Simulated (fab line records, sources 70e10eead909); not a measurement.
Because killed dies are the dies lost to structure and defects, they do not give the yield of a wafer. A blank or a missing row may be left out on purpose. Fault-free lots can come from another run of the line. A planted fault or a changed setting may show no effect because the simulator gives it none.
The tool behind it: which one? | flow nand-harc | 15 lots with 45 wafers sampled at 4 steps, on a route of 1302 steps

== WHAT THE GAUGES READ, wafer by wafer ==
NHARC_A_CONTACT_CD_MEAS_69: the cd target is 300 nm.
lot  | measured     | on        | cd-nm (nm)
L643 | day 22 18:40 | cd-sem-03 | 299.6 299.5 299.2
L645 | day 24 01:25 | cd-sem-01 | 299.7 299.7 299.7
L647 | day 24 19:24 | cd-sem-03 | 299.9 299.5 300.2
L646 | day 24 19:33 | cd-sem-01 | 299.9 299.9 300.2
L648 | day 25 10:17 | cd-sem-02 | 300.5 300.2 300.4
L649 | day 25 17:49 | cd-sem-01 | 300.2 300.0 300.3
L651 | day 26 02:01 | cd-sem-01 | 300.1 300.5 300.5
L652 | day 26 06:18 | cd-sem-01 | 300.0 299.5 299.7
L650 | day 26 08:43 | cd-sem-02 | 299.5 300.6 300.1
L654 | day 27 09:13 | cd-sem-01 | 299.9 300.0 299.6
L656 | day 27 10:29 | cd-sem-02 | - - -
L655 | day 28 03:46 | cd-sem-03 | - - -
L657 | day 28 18:08 | cd-sem-01 | - - -
L663 | day 31 00:15 | cd-sem-02 | 300.6 300.3 300.3
L664 | day 31 19:01 | cd-sem-02 | 300.3 299.8 300.4

== TOOL THAT RAN EACH LOT (tool first, then ch and the chambers of the sampled wafers, then the start) ==
lot  | NHARC_A_CONTACT_ETCH_122             | NHARC_A_CONTACT_STRIP_55                      | NHARC_A_CONTACT_PEB_67
L643 | har-cap-etch-02 ch 0,1, day 22 11:25 | rie-diel-04 ch 0,2,3, day 22 18:35 or earlier | litho-track-04 ch 0, day 22 18:35
L645 | har-cap-etch-02 ch 0,1, day 23 16:56 | rie-diel-12 ch 0,3, day 24 01:21 or earlier   | litho-track-01 ch 0, day 24 01:21
L647 | har-cap-etch-01 ch 0,1, day 24 08:07 | rie-diel-04 ch 1,2,3, day 24 19:19 or earlier | litho-track-01 ch 0, day 24 19:19
L646 | har-cap-etch-02 ch 0,1, day 24 08:23 | rie-diel-12 ch 0,2, day 24 19:29 or earlier   | litho-track-06 ch 0, day 24 19:29
L648 | har-cap-etch-03 ch 0,1, day 25 01:19 | rie-diel-07 ch 0,1, day 25 10:12 or earlier   | litho-track-01 ch 0, day 25 10:12
L649 | har-cap-etch-02 ch 0,1, day 25 09:25 | rie-diel-12 ch 0,1,2, day 25 17:44 or earlier | litho-track-06 ch 0, day 25 17:44
L651 | har-cap-etch-02 ch 0,1, day 25 19:44 | rie-diel-04 ch 0,2, day 26 01:56 or earlier   | litho-track-04 ch 0, day 26 01:56
L652 | har-cap-etch-02 ch 0, day 25 22:34   | rie-diel-12 ch 0,1,3, day 26 06:13 or earlier | litho-track-04 ch 0, day 26 06:13
L650 | har-cap-etch-03 ch 0,1, day 26 02:04 | rie-diel-12 ch 0,1,2, day 26 08:38 or earlier | litho-track-01 ch 0, day 26 08:38
L654 | har-cap-etch-01 ch 0,1, day 27 02:54 | rie-diel-07 ch 1,2,3, day 27 09:08 or earlier | litho-track-04 ch 0, day 27 09:08
L656 | har-cap-etch-03 ch 0,1, day 27 04:14 | rie-diel-07 ch 0,2,3, day 27 10:23 or earlier | litho-track-01, day 27 10:23
L655 | har-cap-etch-03 ch 0,1, day 27 20:04 | rie-diel-04 ch 0,2,3, day 28 03:41 or earlier | litho-track-04, day 28 03:41
L657 | har-cap-etch-02 ch 0,1, day 28 11:52 | rie-diel-12 ch 0,3, day 28 18:03 or earlier   | litho-track-01, day 28 18:03
L663 | har-cap-etch-03 ch 0,1, day 30 17:46 | rie-diel-12 ch 0,1,2, day 31 00:10 or earlier | litho-track-04 ch 0, day 31 00:10
L664 | har-cap-etch-03 ch 1, day 31 12:38   | rie-diel-07 ch 1,2, day 31 18:56 or earlier   | litho-track-06 ch 0, day 31 18:56
- NHARC_A_CONTACT_ETCH_122: etches the open film in C4F8/O2/Ar, time 190 s, target depth 1850 nm.
- NHARC_A_CONTACT_STRIP_55: strips in O2.
- NHARC_A_CONTACT_PEB_67: peb time 65 s.

== WHAT THE TOOLS THEMSELVES READ (means of the sampled wafers that have a number; where no wafer has one, the mark that the record gives instead) ==
NHARC_A_CONTACT_ETCH_122.
lot  | tool            | oes-air-line-au (a.u.)
L643 | har-cap-etch-02 | 1.001
L645 | har-cap-etch-02 | 0.988
L647 | har-cap-etch-01 | 0.978
L646 | har-cap-etch-02 | 1.017
L648 | har-cap-etch-03 | 1.008
L649 | har-cap-etch-02 | 1.005
L651 | har-cap-etch-02 | 0.999
L652 | har-cap-etch-02 | 1.007
L650 | har-cap-etch-03 | 0.984
L654 | har-cap-etch-01 | 1.012
L656 | har-cap-etch-03 | 0.992
L655 | har-cap-etch-03 | 1.009
L657 | har-cap-etch-02 | 1.015
L663 | har-cap-etch-03 | 1.001
L664 | har-cap-etch-03 | 1.006

NHARC_A_CONTACT_STRIP_55.
lot  | tool        | drypump-motor-current-A (A) | oes-product-au (a.u.) | rf-vpp-V (V) | showerhead-plenum-p-Torr (Torr) | throttle-valve-pct (%)
L643 | rie-diel-04 | 5.6                         | 1.012                 | 56.9         | 3.36                            | 17.043
L645 | rie-diel-12 | 6.2                         | 0.991                 | 57.9         | 3.56                            | 17.042
L647 | rie-diel-04 | 5.4                         | 0.993                 | 57.7         | 3.39                            | 17.031
L646 | rie-diel-12 | 5.7                         | 0.997                 | 57.7         | 3.51                            | 17.040
L648 | rie-diel-07 | 6.1                         | 1.002                 | 58.1         | 3.38                            | 17.034
L649 | rie-diel-12 | 5.8                         | 0.997                 | 58.0         | 3.57                            | 17.037
L651 | rie-diel-04 | 5.8                         | 0.994                 | 57.3         | 3.49                            | 17.036
L652 | rie-diel-12 | 6.1                         | 0.992                 | 58.0         | 3.60                            | 17.035
L650 | rie-diel-12 | 5.8                         | 0.999                 | 57.7         | 3.57                            | 17.029
L654 | rie-diel-07 | 5.8                         | 0.993                 | 58.0         | 3.56                            | 17.039
L656 | rie-diel-07 | 6.2                         | 0.999                 | 56.8         | 3.46                            | 17.043
L655 | rie-diel-04 | 5.6                         | 1.003                 | 58.6         | 3.51                            | 17.033
L657 | rie-diel-12 | 6.2                         | 1.000                 | 58.6         | 3.55                            | 17.034
L663 | rie-diel-12 | 5.8                         | 0.998                 | 57.8         | 3.56                            | 17.043
L664 | rie-diel-07 | 5.9                         | 0.993                 | 58.3         | 3.69                            | 17.031

NHARC_A_CONTACT_PEB_67.
lot  | tool           | chill-plate-temp-C (C) | exhaust-pa (Pa)
L643 | litho-track-04 | 23.00                  | 45.2
L645 | litho-track-01 | 23.11                  | 45.8
L647 | litho-track-01 | 23.02                  | 45.1
L646 | litho-track-06 | 22.93                  | 45.2
L648 | litho-track-01 | 22.89                  | 45.1
L649 | litho-track-06 | 23.02                  | 45.4
L651 | litho-track-04 | 23.08                  | 45.9
L652 | litho-track-04 | 22.97                  | 43.1
L650 | litho-track-01 | 22.93                  | 44.7
L654 | litho-track-04 | 23.16                  | 45.3
L656 | litho-track-01 | -                      | -
L655 | litho-track-04 | -                      | -
L657 | litho-track-01 | -                      | -
L663 | litho-track-04 | 23.10                  | 44.7
L664 | litho-track-06 | 23.00                  | 45.4

== THE ANSWER, worked out from the rows above alone ==
Rule: what is usual is taken from the lots themselves. The widest of any qualifying gaps counts: lots, ordered by their means at a reading, are off when they make up no more than a third of the lots, leave a main group of 4 or more, and stand apart from it by 3 or more times the standard deviation of that group's means. The tables above print the reading to a certain number of digits; a main group whose means all agree to those digits is not used. A lot without any number at a reading at which 4 lots or more have one is off too. Any other lot the step has rows for is counted as sound. After the gauges, taken in route order, come the tools' own readings; for these a lot's mean is taken, as printed above. At the first step where some lot is off, the reading lying furthest off is the one used; lots without a number count as furthest.
Off: L656, L655, L657 (NHARC_A_CONTACT_CD_MEAS_69, cd-nm). Without a number there: L656, L655, L657. The main group: mean 300.0 nm, standard deviation 0.29.
A tool fits if, at a process step before that reading, it ran every lot that is off, and no sound lot after the first of them. Not tried: the gauges at NHARC_A_CONTACT_CD_MEAS_69; whatever is off there is also off at NHARC_A_CONTACT_PEB_67, on other tools, and gauge error can't account for it. With no start given for some of its lots, NHARC_A_CONTACT_STRIP_55 uses the hours and lot order of NHARC_A_CONTACT_PEB_67. Not one of the candidates tried fits.

== WHAT HAD BEEN PUT IN BY THE SIMULATOR ==
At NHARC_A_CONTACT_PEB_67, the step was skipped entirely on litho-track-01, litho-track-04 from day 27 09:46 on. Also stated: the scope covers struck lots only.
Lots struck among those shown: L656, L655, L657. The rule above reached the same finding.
